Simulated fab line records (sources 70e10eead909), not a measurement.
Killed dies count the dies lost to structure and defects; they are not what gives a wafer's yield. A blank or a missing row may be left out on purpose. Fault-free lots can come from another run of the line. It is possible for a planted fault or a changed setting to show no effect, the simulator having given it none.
Matching of chambers	flow nand_harc	3 sister chambers for NHARC_A_DECK1_JOINT_DEP_16 on pecvd-02
The step deposits SiO2, target thk 45 nm. 6 wafers are shown with their chamber, then 7 later ones without.

== EACH WAFER AND ITS CHAMBER ==
wafer	chamber	showerhead_vpp_V (V)	heater_power_w (W)
L332.2	2	1814	390
L344.1	2	1825	559
L344.3	1	1790	710
L344.5	0	1902	446
L345.2	1	1792	658
L345.3	0	1833	524

== WAFERS MISSING THEIR CHAMBER ==
wafer	showerhead_vpp_V (V)	heater_power_w (W)
L345.6	1793	491
L346.1	1823	555
L346.3	1777	554
L346.4	1870	532
L349.1	1772	662
L349.3	1845	519
L349.4	1885	506

== CHAMBER TAKEN BY EACH ==
wafer	from the rows above	in truth
L345.6	can't be placed: 2 or 1 or 0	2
L346.1	can't be placed: 2 or 0 or 1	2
L346.3	can't be placed: 1 or 2 or 0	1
L346.4	can't be placed: 0 or 2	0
L349.1	1	1
L349.3	can't be placed: 0 or 2 or 1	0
L349.4	can't be placed: 0 or 2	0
Correct placement for 1 of the 7. Not placeable from these rows: 6 (in 6, the candidates include the true chamber). Wrongly placed: 0.
How it was worked out, from the rows above alone: a wafer's distance from a chamber is the root of the sum, over the readings, of the square of ((its reading less the chamber's mean) divided by the reading's scatter). If the next closest chamber is less than 2 further off than the closest, the wafer can't be placed; otherwise it belongs to the closest. Each chamber's mean is taken over the wafers shown for it. How the scatter is found: for the shown wafers, subtract from each reading the mean of its chamber, square and add these, divide the total by (wafers less chambers), then take the root.
